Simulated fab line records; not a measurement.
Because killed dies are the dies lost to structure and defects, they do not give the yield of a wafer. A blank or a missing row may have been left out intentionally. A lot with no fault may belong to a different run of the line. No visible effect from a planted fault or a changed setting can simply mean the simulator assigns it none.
fab line records :: flow nandHarc
[record]
  lots = 6
  wafers = 18
  lastDay = 33
route steps=1302 shown A_ONON_D2@548 END@1302
lots with no fault: from the same line, run without faults
startH: start of the lot's first displayed wafer, in hours after the record's first day :: waitH: how many hours have passed since the lot's step before this one :: " unchanged from the row above :: L1.1+2: a row that stands for several wafers :: - either no value or no given start :: * or withheld: withheld :: < > ~ a bound
route shown NAME@n: NAME is a module with steps in the file, n the number in the route of the first one :: usual: mean/standard deviation of fault-free wafers :: same: alike in all rows :: chamber/n: place in a boat :: sites: the reading at each site :: _std_site: the values' standard deviation :: _edge_site: mean of outer sites minus mean of inner sites :: radiusMm: for every site, how far away it sits from the centre of the wafer :: mask NAME#n: copy n :: behind: tool/chamber where the wafer was last shaped :: hold: cause of the lot's hold/its duration in hours/its outcome :: device: the transistor (n, p or np) that didn't switch :: end of line: tests run on the same wafers once the route is complete :: where a step has no rows: the recipe by itself :: killed: count of dies lost to structure and defects at first sort (not the wafer's yield) :: map: dies across one wafer; x = killed, . = not, _ = none there
set.NAME: the setting the step ran with; set.NAME@STEP: the setting that earlier step ran with :: model.NAME: the simulator's own value behind a step, which no gauge read
certain route steps with their lots: each step a table, each wafer a row
services: the hour from which a tool's chamber was out of use, counted from the record's first day as startH (under 0 if before that day), plus the number of hours and why
[[steps]]
[step NHARC_A_ONON_D2_THK_MEAS_05]
[recipe]
  thkMeasGauge = ellipsometry
[usual]
  thkNm = 1003/8.7
lot.wafer: L477.3
tool: filmMetro-02
chamber: -
startH: 294.84
waitH: -
thkNm: 987

lot.wafer: L477.4
tool: filmMetro-02
chamber: -
startH: 294.84
waitH: -
thkNm: 986

lot.wafer: L477.5
tool: filmMetro-02
chamber: -
startH: 294.84
waitH: -
thkNm: 987

lot.wafer: L485.3
tool: filmMetro-02
chamber: -
startH: 367.64
waitH: -
thkNm: 1003

lot.wafer: L485.4
tool: filmMetro-02
chamber: -
startH: 367.64
waitH: -
thkNm: 1003

lot.wafer: L485.5
tool: filmMetro-02
chamber: -
startH: 367.64
waitH: -
thkNm: 1003

lot.wafer: L486.2
tool: filmMetro-02
chamber: -
startH: 391.51
waitH: -
thkNm: 1014

lot.wafer: L486.4
tool: filmMetro-02
chamber: -
startH: 391.51
waitH: -
thkNm: 1013

lot.wafer: L486.5
tool: filmMetro-02
chamber: -
startH: 391.51
waitH: -
thkNm: 1015

lot.wafer: L494.1
tool: filmMetro-02
chamber: -
startH: 461.73
waitH: -
thkNm: 1010

lot.wafer: L494.2
tool: filmMetro-02
chamber: -
startH: 461.73
waitH: -
thkNm: 1011

lot.wafer: L494.4
tool: filmMetro-02
chamber: -
startH: 461.73
waitH: -
thkNm: 1010

lot.wafer: L496.2
tool: filmMetro-02
chamber: -
startH: 484.58
waitH: -
thkNm: 993

lot.wafer: L496.3
tool: filmMetro-02
chamber: -
startH: 484.58
waitH: -
thkNm: 992

lot.wafer: L496.4
tool: filmMetro-02
chamber: -
startH: 484.58
waitH: -
thkNm: 993

lot.wafer: L497.2
tool: filmMetro-02
chamber: -
startH: 484.59
waitH: -
thkNm: 1001

lot.wafer: L497.4
tool: filmMetro-02
chamber: -
startH: 484.59
waitH: -
thkNm: 1002

lot.wafer: L497.6
tool: filmMetro-02
chamber: -
startH: 484.59
waitH: -
thkNm: 1002
[step NHARC_A_ONON_D2_DEP_06]
[recipe]
  targetThkA = 10000
  n2FlowSccm = 2750
  n2oFlowSccm = 2000
  nh3FlowSccm = 500
  sih4FlowSccm = 210
  tempC = 400
[step NHARC_A_ONON_D2_THK_MEAS_08]
[recipe]
  thkMeasGauge = ellipsometry
[usual]
  thkNm = 999/8.5
lot.wafer: L477.3
tool: filmMetro-02
chamber: -
startH: 295.40
waitH: -
thkNm: 991

lot.wafer: L477.4
tool: filmMetro-02
chamber: -
startH: 295.40
waitH: -
thkNm: 990

lot.wafer: L477.5
tool: filmMetro-02
chamber: -
startH: 295.40
waitH: -
thkNm: 991

lot.wafer: L485.3
tool: filmMetro-02
chamber: -
startH: 368.21
waitH: -
thkNm: 997

lot.wafer: L485.4
tool: filmMetro-02
chamber: -
startH: 368.21
waitH: -
thkNm: 997

lot.wafer: L485.5
tool: filmMetro-02
chamber: -
startH: 368.21
waitH: -
thkNm: 997

lot.wafer: L486.2
tool: filmMetro-01
chamber: -
startH: 392.07
waitH: -
thkNm: 1003

lot.wafer: L486.4
tool: filmMetro-01
chamber: -
startH: 392.07
waitH: -
thkNm: 1005

lot.wafer: L486.5
tool: filmMetro-01
chamber: -
startH: 392.07
waitH: -
thkNm: 1005

lot.wafer: L494.1
tool: filmMetro-02
chamber: -
startH: 462.30
waitH: -
thkNm: 985

lot.wafer: L494.2
tool: filmMetro-02
chamber: -
startH: 462.30
waitH: -
thkNm: 988

lot.wafer: L494.4
tool: filmMetro-02
chamber: -
startH: 462.30
waitH: -
thkNm: 986

lot.wafer: L496.2
tool: filmMetro-02
chamber: -
startH: 485.14
waitH: -
thkNm: 1007

lot.wafer: L496.3
tool: filmMetro-02
chamber: -
startH: 485.14
waitH: -
thkNm: 1006

lot.wafer: L496.4
tool: filmMetro-02
chamber: -
startH: 485.14
waitH: -
thkNm: 1007

lot.wafer: L497.2
tool: filmMetro-02
chamber: -
startH: 485.15
waitH: -
thkNm: 997

lot.wafer: L497.4
tool: filmMetro-02
chamber: -
startH: 485.15
waitH: -
thkNm: 997

lot.wafer: L497.6
tool: filmMetro-02
chamber: -
startH: 485.15
waitH: -
thkNm: 997
[step NHARC_A_ONON_D2_DEP_09]
[recipe]
  targetThkA = 10000
  n2FlowSccm = 2750
  n2oFlowSccm = 2000
  nh3FlowSccm = 500
  sih4FlowSccm = 210
  tempC = 400
[step NHARC_A_ONON_D2_THK_MEAS_11]
[recipe]
  thkMeasGauge = ellipsometry
[usual]
  thkNm = 1000/10
lot.wafer: L477.3
tool: filmMetro-02
chamber: -
startH: 295.97
waitH: -
thkNm: 985

lot.wafer: L477.4
tool: filmMetro-02
chamber: -
startH: 295.97
waitH: -
thkNm: 986

lot.wafer: L477.5
tool: filmMetro-02
chamber: -
startH: 295.97
waitH: -
thkNm: 987

lot.wafer: L485.3
tool: filmMetro-02
chamber: -
startH: 368.77
waitH: -
thkNm: 995

lot.wafer: L485.4
tool: filmMetro-02
chamber: -
startH: 368.77
waitH: -
thkNm: 995

lot.wafer: L485.5
tool: filmMetro-02
chamber: -
startH: 368.77
waitH: -
thkNm: 997

lot.wafer: L486.2
tool: filmMetro-01
chamber: -
startH: 392.64
waitH: -
thkNm: 996

lot.wafer: L486.4
tool: filmMetro-01
chamber: -
startH: 392.64
waitH: -
thkNm: 996

lot.wafer: L486.5
tool: filmMetro-01
chamber: -
startH: 392.64
waitH: -
thkNm: 996

lot.wafer: L494.1
tool: filmMetro-02
chamber: -
startH: 462.86
waitH: -
thkNm: 997

lot.wafer: L494.2
tool: filmMetro-02
chamber: -
startH: 462.86
waitH: -
thkNm: 998

lot.wafer: L494.4
tool: filmMetro-02
chamber: -
startH: 462.86
waitH: -
thkNm: 997

lot.wafer: L496.2
tool: filmMetro-02
chamber: -
startH: 485.71
waitH: -
thkNm: 1000

lot.wafer: L496.3
tool: filmMetro-02
chamber: -
startH: 485.71
waitH: -
thkNm: 998

lot.wafer: L496.4
tool: filmMetro-02
chamber: -
startH: 485.71
waitH: -
thkNm: 997

lot.wafer: L497.2
tool: filmMetro-02
chamber: -
startH: 485.72
waitH: -
thkNm: 988

lot.wafer: L497.4
tool: filmMetro-02
chamber: -
startH: 485.72
waitH: -
thkNm: 985

lot.wafer: L497.6
tool: filmMetro-02
chamber: -
startH: 485.72
waitH: -
thkNm: 987
[step NHARC_A_ONON_D2_DEP_12]
[recipe]
  targetThkA = 10000
  n2FlowSccm = 2750
  n2oFlowSccm = 2000
  nh3FlowSccm = 500
  sih4FlowSccm = 210
  tempC = 400
[step NHARC_A_ONON_D2_THK_MEAS_14]
[recipe]
  thkMeasGauge = ellipsometry
[usual]
  thkNm = 1000/8.7
lot.wafer: L477.3
tool: filmMetro-02
chamber: -
startH: 296.54
waitH: -
thkNm: 1004

lot.wafer: L477.4
tool: filmMetro-02
chamber: -
startH: 296.54
waitH: -
thkNm: 1003

lot.wafer: L477.5
tool: filmMetro-02
chamber: -
startH: 296.54
waitH: -
thkNm: 1004

lot.wafer: L485.3
tool: filmMetro-02
chamber: -
startH: 369.33
waitH: -
thkNm: 1005

lot.wafer: L485.4
tool: filmMetro-02
chamber: -
startH: 369.33
waitH: -
thkNm: 1004

lot.wafer: L485.5
tool: filmMetro-02
chamber: -
startH: 369.33
waitH: -
thkNm: 1002

lot.wafer: L486.2
tool: filmMetro-02
chamber: -
startH: 393.20
waitH: -
thkNm: 992

lot.wafer: L486.4
tool: filmMetro-02
chamber: -
startH: 393.20
waitH: -
thkNm: 991

lot.wafer: L486.5
tool: filmMetro-02
chamber: -
startH: 393.20
waitH: -
thkNm: 991

lot.wafer: L494.1
tool: filmMetro-02
chamber: -
startH: 463.44
waitH: -
thkNm: 1010

lot.wafer: L494.2
tool: filmMetro-02
chamber: -
startH: 463.44
waitH: -
thkNm: 1009

lot.wafer: L494.4
tool: filmMetro-02
chamber: -
startH: 463.44
waitH: -
thkNm: 1010

lot.wafer: L496.2
tool: filmMetro-02
chamber: -
startH: 486.27
waitH: -
thkNm: 980

lot.wafer: L496.3
tool: filmMetro-02
chamber: -
startH: 486.27
waitH: -
thkNm: 980

lot.wafer: L496.4
tool: filmMetro-02
chamber: -
startH: 486.27
waitH: -
thkNm: 980

lot.wafer: L497.2
tool: filmMetro-02
chamber: -
startH: 486.28
waitH: -
thkNm: 999

lot.wafer: L497.4
tool: filmMetro-02
chamber: -
startH: 486.28
waitH: -
thkNm: 998

lot.wafer: L497.6
tool: filmMetro-02
chamber: -
startH: 486.28
waitH: -
thkNm: 997
[step NHARC_A_ONON_D2_ANNEAL_15]
[recipe]
  tempC = 750
  timeS = 3600
[step NHARC_A_ONON_D2_DEP_16]
[recipe]
  targetThkA = 10000
  n2FlowSccm = 2750
  n2oFlowSccm = 2000
  nh3FlowSccm = 500
  sih4FlowSccm = 210
  tempC = 400
[step NHARC_A_ONON_D2_THK_MEAS_18]
[recipe]
  thkMeasGauge = ellipsometry
[usual]
  thkNm = 1004/13
lot.wafer: L477.3
tool: filmMetro-02
chamber: -
startH: 303.94
waitH: -
thkNm: 1019

lot.wafer: L477.4
tool: filmMetro-02
chamber: -
startH: 303.94
waitH: -
thkNm: 1020

lot.wafer: L477.5
tool: filmMetro-02
chamber: -
startH: 303.94
waitH: -
thkNm: 1020

lot.wafer: L485.3
tool: filmMetro-01
chamber: -
startH: 374.63
waitH: -
thkNm: 1024

lot.wafer: L485.4
tool: filmMetro-01
chamber: -
startH: 374.63
waitH: -
thkNm: 1025

lot.wafer: L485.5
tool: filmMetro-01
chamber: -
startH: 374.63
waitH: -
thkNm: 1024

lot.wafer: L486.2
tool: filmMetro-02
chamber: -
startH: 400.70
waitH: -
thkNm: 1002

lot.wafer: L486.4
tool: filmMetro-02
chamber: -
startH: 400.70
waitH: -
thkNm: 1003

lot.wafer: L486.5
tool: filmMetro-02
chamber: -
startH: 400.70
waitH: -
thkNm: 1002

lot.wafer: L494.1
tool: filmMetro-02
chamber: -
startH: 471.15
waitH: -
thkNm: 1016

lot.wafer: L494.2
tool: filmMetro-02
chamber: -
startH: 471.15
waitH: -
thkNm: 1015

lot.wafer: L494.4
tool: filmMetro-02
chamber: -
startH: 471.15
waitH: -
thkNm: 1017

lot.wafer: L496.2
tool: filmMetro-01
chamber: -
startH: 491.66
waitH: -
thkNm: 1012

lot.wafer: L496.3
tool: filmMetro-01
chamber: -
startH: 491.66
waitH: -
thkNm: 1012

lot.wafer: L496.4
tool: filmMetro-01
chamber: -
startH: 491.66
waitH: -
thkNm: 1014

lot.wafer: L497.2
tool: filmMetro-01
chamber: -
startH: 491.68
waitH: -
thkNm: 982

lot.wafer: L497.4
tool: filmMetro-01
chamber: -
startH: 491.68
waitH: -
thkNm: 982

lot.wafer: L497.6
tool: filmMetro-01
chamber: -
startH: 491.68
waitH: -
thkNm: 983
[step NHARC_A_ONON_D2_DEP_19]
[recipe]
  targetThkA = 10000
  n2FlowSccm = 2750
  n2oFlowSccm = 2000
  nh3FlowSccm = 500
  sih4FlowSccm = 210
  tempC = 400
[step NHARC_A_ONON_D2_THK_MEAS_21]
[recipe]
  thkMeasGauge = ellipsometry
[usual]
  thkNm = 1002/8.7
lot.wafer: L477.3
tool: filmMetro-02
chamber: -
startH: 304.50
waitH: -
thkNm: 1005

lot.wafer: L477.4
tool: filmMetro-02
chamber: -
startH: 304.50
waitH: -
thkNm: 1007

lot.wafer: L477.5
tool: filmMetro-02
chamber: -
startH: 304.50
waitH: -
thkNm: 1007

lot.wafer: L485.3
tool: filmMetro-01
chamber: -
startH: 375.19
waitH: -
thkNm: 999

lot.wafer: L485.4
tool: filmMetro-01
chamber: -
startH: 375.19
waitH: -
thkNm: 999

lot.wafer: L485.5
tool: filmMetro-01
chamber: -
startH: 375.19
waitH: -
thkNm: 999

lot.wafer: L486.2
tool: filmMetro-02
chamber: -
startH: 401.27
waitH: -
thkNm: 1015

lot.wafer: L486.4
tool: filmMetro-02
chamber: -
startH: 401.27
waitH: -
thkNm: 1014

lot.wafer: L486.5
tool: filmMetro-02
chamber: -
startH: 401.27
waitH: -
thkNm: 1014

lot.wafer: L494.1
tool: filmMetro-02
chamber: -
startH: 471.72
waitH: -
thkNm: 1005

lot.wafer: L494.2
tool: filmMetro-02
chamber: -
startH: 471.72
waitH: -
thkNm: 1002

lot.wafer: L494.4
tool: filmMetro-02
chamber: -
startH: 471.72
waitH: -
thkNm: 1001

lot.wafer: L496.2
tool: filmMetro-01
chamber: -
startH: 492.23
waitH: -
thkNm: 1025

lot.wafer: L496.3
tool: filmMetro-01
chamber: -
startH: 492.23
waitH: -
thkNm: 1024

lot.wafer: L496.4
tool: filmMetro-01
chamber: -
startH: 492.23
waitH: -
thkNm: 1026

lot.wafer: L497.2
tool: filmMetro-02
chamber: -
startH: 492.26
waitH: -
thkNm: 1002

lot.wafer: L497.4
tool: filmMetro-02
chamber: -
startH: 492.26
waitH: -
thkNm: 1001

lot.wafer: L497.6
tool: filmMetro-02
chamber: -
startH: 492.26
waitH: -
thkNm: 1000
[step NHARC_A_ONON_D2_DEP_22]
[recipe]
  targetThkA = 10000
  n2FlowSccm = 2750
  n2oFlowSccm = 2000
  nh3FlowSccm = 500
  sih4FlowSccm = 210
  tempC = 400
lot.wafer: L477.3+4+5
tool: pecvdOnon-04
chamber: 0
startH: 304.67
waitH: 0.2

lot.wafer: L485.3+4+5
tool: pecvdOnon-01
chamber: 0
startH: 375.36
waitH: 0.2

lot.wafer: L486.2+4+5
tool: pecvdOnon-01
chamber: 0
startH: 401.39
waitH: 0.1

lot.wafer: L494.1+2+4
tool: pecvdOnon-01
chamber: 0
startH: 471.78
waitH: 0.1

lot.wafer: L496.2+3+4
tool: pecvdOnon-02
chamber: 0
startH: 492.34
waitH: 0.1

lot.wafer: L497.2+4+6
tool: pecvdOnon-01
chamber: 0
startH: 492.68
waitH: 0.4
[step NHARC_A_ONON_D2_THK_MEAS_24]
[recipe]
  thkMeasGauge = ellipsometry
[usual]
  thkNm = 1003/11
lot.wafer: L477.3
tool: filmMetro-02
chamber: -
startH: 305.07
waitH: -
thkNm: 996

lot.wafer: L477.4
tool: filmMetro-02
chamber: -
startH: 305.07
waitH: -
thkNm: 995

lot.wafer: L477.5
tool: filmMetro-02
chamber: -
startH: 305.07
waitH: -
thkNm: 995

lot.wafer: L485.3
tool: filmMetro-01
chamber: -
startH: 375.76
waitH: -
thkNm: 295

lot.wafer: L485.4
tool: filmMetro-01
chamber: -
startH: 375.76
waitH: -
thkNm: 295

lot.wafer: L485.5
tool: filmMetro-01
chamber: -
startH: 375.76
waitH: -
thkNm: 293

lot.wafer: L486.2
tool: filmMetro-01
chamber: -
startH: 401.83
waitH: -
thkNm: 276

lot.wafer: L486.4
tool: filmMetro-01
chamber: -
startH: 401.83
waitH: -
thkNm: 274

lot.wafer: L486.5
tool: filmMetro-01
chamber: -
startH: 401.83
waitH: -
thkNm: 277

lot.wafer: L494.1
tool: filmMetro-02
chamber: -
startH: 472.29
waitH: -
thkNm: 1010

lot.wafer: L494.2
tool: filmMetro-02
chamber: -
startH: 472.29
waitH: -
thkNm: 1011

lot.wafer: L494.4
tool: filmMetro-02
chamber: -
startH: 472.29
waitH: -
thkNm: 1009

lot.wafer: L496.2
tool: filmMetro-02
chamber: -
startH: 492.79
waitH: -
thkNm: 1007

lot.wafer: L496.3
tool: filmMetro-02
chamber: -
startH: 492.79
waitH: -
thkNm: 1007

lot.wafer: L496.4
tool: filmMetro-02
chamber: -
startH: 492.79
waitH: -
thkNm: 1003

lot.wafer: L497.2
tool: filmMetro-02
chamber: -
startH: 493.13
waitH: -
thkNm: 1006

lot.wafer: L497.4
tool: filmMetro-02
chamber: -
startH: 493.13
waitH: -
thkNm: 1004

lot.wafer: L497.6
tool: filmMetro-02
chamber: -
startH: 493.13
waitH: -
thkNm: 1006
[step NHARC_A_ONON_D2_DEP_25]
[recipe]
  targetThkA = 10000
  n2FlowSccm = 2750
  n2oFlowSccm = 2000
  nh3FlowSccm = 500
  sih4FlowSccm = 210
  tempC = 400
[step NHARC_END_SORT_01]
[recipe]
  tempC = 25
[usual]
  killedAtArray = 55/22
  killedAtOther = 1.1/1.4
  killedAtPeriphery = 4/3.2
  killedDies = 59/22
  killedOpen = 3.3/1.8
  killedShort = 2.5/1.5
[same]
  grossDies = 677
lot.wafer: L485.3
tool: prober-02
chamber: 0
startH: 654.66
waitH: 3.1
killedAtArray: 666
killedAtOther: 1
killedAtPeriphery: 10
killedDies: 677
killedOpen: 3
killedShort: 2

lot.wafer: L485.4
tool: prober-02
chamber: 0
startH: 655.46
waitH: 3.4
killedAtArray: 672
killedAtOther: 0
killedAtPeriphery: 5
killedDies: 677
killedOpen: 4
killedShort: 2

lot.wafer: L485.5
tool: prober-02
chamber: 0
startH: 656.26
waitH: 3.7
killedAtArray: 670
killedAtOther: 1
killedAtPeriphery: 6
killedDies: 677
killedOpen: 6
killedShort: 3

lot.wafer: L486.2
tool: prober-01
chamber: 0
startH: 680.20
waitH: 2.8
killedAtArray: 671
killedAtOther: 0
killedAtPeriphery: 6
killedDies: 677
killedOpen: 4
killedShort: 1

lot.wafer: L486.4
tool: prober-01
chamber: 0
startH: 681.80
waitH: 3.4
killedAtArray: 666
killedAtOther: 2
killedAtPeriphery: 9
killedDies: 677
killedOpen: 7
killedShort: 1

lot.wafer: L486.5
tool: prober-01
chamber: 0
startH: 682.61
waitH: 3.7
killedAtArray: 671
killedAtOther: 0
killedAtPeriphery: 6
killedDies: 677
killedOpen: 5
killedShort: 4
// killed by level:class
L485.3 A_ONON_D2:areaDep=634 A_CHANNEL_HOLE_D2:chamberFilmFlake=14 A_CHANNEL_HOLE_D1:chamberFilmFlake=5 A_CONTACT:chamberFilmFlake=5 P_CONTACT:geometricParticle:open=3 A_SLIT:chamberFilmFlake=3 P_GATE:chamberFilmFlake=2 P_M1:chamberFilmFlake=2
L485.4 A_ONON_D2:areaDep=633 A_CHANNEL_HOLE_D2:chamberFilmFlake=15 A_STAIRCASE:chamberFilmFlake=8 A_CHANNEL_HOLE_D1:chamberFilmFlake=6 P_GATE:chamberFilmFlake=2 A_DECK1_JOINT:chamberFilmFlake=2 A_DECK1_JOINT:geometricParticle:short=1 A_DECK1_JOINT:geometricParticle:open=1
L485.5 A_ONON_D2:areaDep=630 A_CHANNEL_HOLE_D2:chamberFilmFlake=21 A_CHANNEL_HOLE_D1:chamberFilmFlake=5 A_CONTACT:chamberFilmFlake=4 A_STAIRCASE:chamberFilmFlake=3 P_CONTACT:geometricParticle:open=2 P_STI:chamberFilmFlake=2 A_DECK1_JOINT:geometricParticle:open=1
L486.2 A_ONON_D2:areaDep=646 A_CHANNEL_HOLE_D1:chamberFilmFlake=7 A_CONTACT:chamberFilmFlake=7 A_STAIRCASE:chamberFilmFlake=3 P_BONDPAD:chamberFilmFlake=2 A_DECK1_JOINT:chamberFilmFlake=2 P_CONTACT:geometricParticle:open=1 P_CONTACT:geometricParticle:short=1
L486.4 A_ONON_D2:areaDep=637 A_CHANNEL_HOLE_D1:chamberFilmFlake=9 P_BONDPAD:chamberFilmFlake=5 A_SLIT:chamberFilmFlake=4 A_STAIRCASE:chamberFilmFlake=4 A_CONTACT:chamberFilmFlake=4 P_GATE:geometricParticle:open=2 A_WL_FILL:geometricParticle:open=2
L486.5 A_ONON_D2:areaDep=638 A_CHANNEL_HOLE_D1:chamberFilmFlake=11 A_CONTACT:chamberFilmFlake=5 P_BONDPAD:chamberFilmFlake=4 A_CHANNEL_FILL_D2:chamberFilmFlake=4 A_STAIRCASE:chamberFilmFlake=3 A_CHANNEL_FILL_D2:geometricParticle:short=2 P_GATE:geometricParticle:open=1
// map L485.3 (x killed, . not)
____________x____________
_________xxxxxxx_________
_______xxxxxxxxxxx_______
______xxxxxxxxxxxxx______
_____xxxxxxxxxxxxxxx_____
____xxxxxxxxxxxxxxxxx____
____xxxxxxxxxxxxxxxxx____
___xxxxxxxxxxxxxxxxxxx___
___xxxxxxxxxxxxxxxxxxx___
__xxxxxxxxxxxxxxxxxxxxx__
__xxxxxxxxxxxxxxxxxxxxx__
_xxxxxxxxxxxxxxxxxxxxxxx_
_xxxxxxxxxxxxxxxxxxxxxxx_
_xxxxxxxxxxxxxxxxxxxxxxx_
_xxxxxxxxxxxxxxxxxxxxxxx_
_xxxxxxxxxxxxxxxxxxxxxxx_
xxxxxxxxxxxxxxxxxxxxxxxxx
xxxxxxxxxxxxxxxxxxxxxxxxx
xxxxxxxxxxxxxxxxxxxxxxxxx
xxxxxxxxxxxxxxxxxxxxxxxxx
xxxxxxxxxxxxxxxxxxxxxxxxx
_xxxxxxxxxxxxxxxxxxxxxxx_
_xxxxxxxxxxxxxxxxxxxxxxx_
_xxxxxxxxxxxxxxxxxxxxxxx_
_xxxxxxxxxxxxxxxxxxxxxxx_
_xxxxxxxxxxxxxxxxxxxxxxx_
__xxxxxxxxxxxxxxxxxxxxx__
__xxxxxxxxxxxxxxxxxxxxx__
___xxxxxxxxxxxxxxxxxxx___
___xxxxxxxxxxxxxxxxxxx___
____xxxxxxxxxxxxxxxxx____
____xxxxxxxxxxxxxxxxx____
_____xxxxxxxxxxxxxxx_____
______xxxxxxxxxxxxx______
_______xxxxxxxxxxx_______
_________xxxxxxx_________
____________x____________
// map L486.2 (x killed, . not)
____________x____________
_________xxxxxxx_________
_______xxxxxxxxxxx_______
______xxxxxxxxxxxxx______
_____xxxxxxxxxxxxxxx_____
____xxxxxxxxxxxxxxxxx____
____xxxxxxxxxxxxxxxxx____
___xxxxxxxxxxxxxxxxxxx___
___xxxxxxxxxxxxxxxxxxx___
__xxxxxxxxxxxxxxxxxxxxx__
__xxxxxxxxxxxxxxxxxxxxx__
_xxxxxxxxxxxxxxxxxxxxxxx_
_xxxxxxxxxxxxxxxxxxxxxxx_
_xxxxxxxxxxxxxxxxxxxxxxx_
_xxxxxxxxxxxxxxxxxxxxxxx_
_xxxxxxxxxxxxxxxxxxxxxxx_
xxxxxxxxxxxxxxxxxxxxxxxxx
xxxxxxxxxxxxxxxxxxxxxxxxx
xxxxxxxxxxxxxxxxxxxxxxxxx
xxxxxxxxxxxxxxxxxxxxxxxxx
xxxxxxxxxxxxxxxxxxxxxxxxx
_xxxxxxxxxxxxxxxxxxxxxxx_
_xxxxxxxxxxxxxxxxxxxxxxx_
_xxxxxxxxxxxxxxxxxxxxxxx_
_xxxxxxxxxxxxxxxxxxxxxxx_
_xxxxxxxxxxxxxxxxxxxxxxx_
__xxxxxxxxxxxxxxxxxxxxx__
__xxxxxxxxxxxxxxxxxxxxx__
___xxxxxxxxxxxxxxxxxxx___
___xxxxxxxxxxxxxxxxxxx___
____xxxxxxxxxxxxxxxxx____
____xxxxxxxxxxxxxxxxx____
_____xxxxxxxxxxxxxxx_____
______xxxxxxxxxxxxx______
_______xxxxxxxxxxx_______
_________xxxxxxx_________
____________x____________
[[services]]
tool: pecvdOnon-04
chamber: -
startH: 311.00
hours: 13.0
kind: pm

tool: pecvdOnon-02
chamber: -
startH: 366.28
hours: 13.0
kind: pm

tool: pecvdOnon-01
chamber: -
startH: 450.95
hours: 13.0
kind: pm

tool: pecvdOnon-04
chamber: -
startH: 492.06
hours: 13.0
kind: pm
[[key]]
[firstSign]
  step = NHARC_A_ONON_D2_THK_MEAS_24
  reading = thkNm
  direction = down
  sigmas = 68
  usual = 1003
  struck = 285
[effect]
  step = NHARC_END_SORT_01
  reading = killedDies
  direction = up
  sigmas = 28
  usual = 59
  struck = 677
[moreKillsBornAt]
  NHARC_A_ONON_D2_DEP_22@pecvdOnon-01 = 3818
metAt NHARC_A_ONON_D2_DEP_22
struckWafers L485.3,L485.4,L485.5,L486.2,L486.4,L486.5
laterRowsLeftOut L485.3,L485.4,L485.5,L486.2,L486.4,L486.5
testerLeftOut L485,L486
[fault]
  kind = processParameterDrift
  tool = pecvdOnon-01
  chamber = -
  onsetH = 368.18
  steps = NHARC_A_ONON_D2_DEP_22
  channel = targetThkA
  offset = *
  shape = step
  endH = 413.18
  actsIn = *
  stated = *
// testerLeftOut: of these lots the tester's yield and bins aren't shown, on N5 and GAA mostly nor the transistor test; their killed dies are dies lost to structure and defects alone, not to doping, threshold or leakage, so they don't give the yield
// laterRowsLeftOut: the simulator's readings of these wafers behind a module that went badly wrong aren't trusted and aren't shown, but for the sort
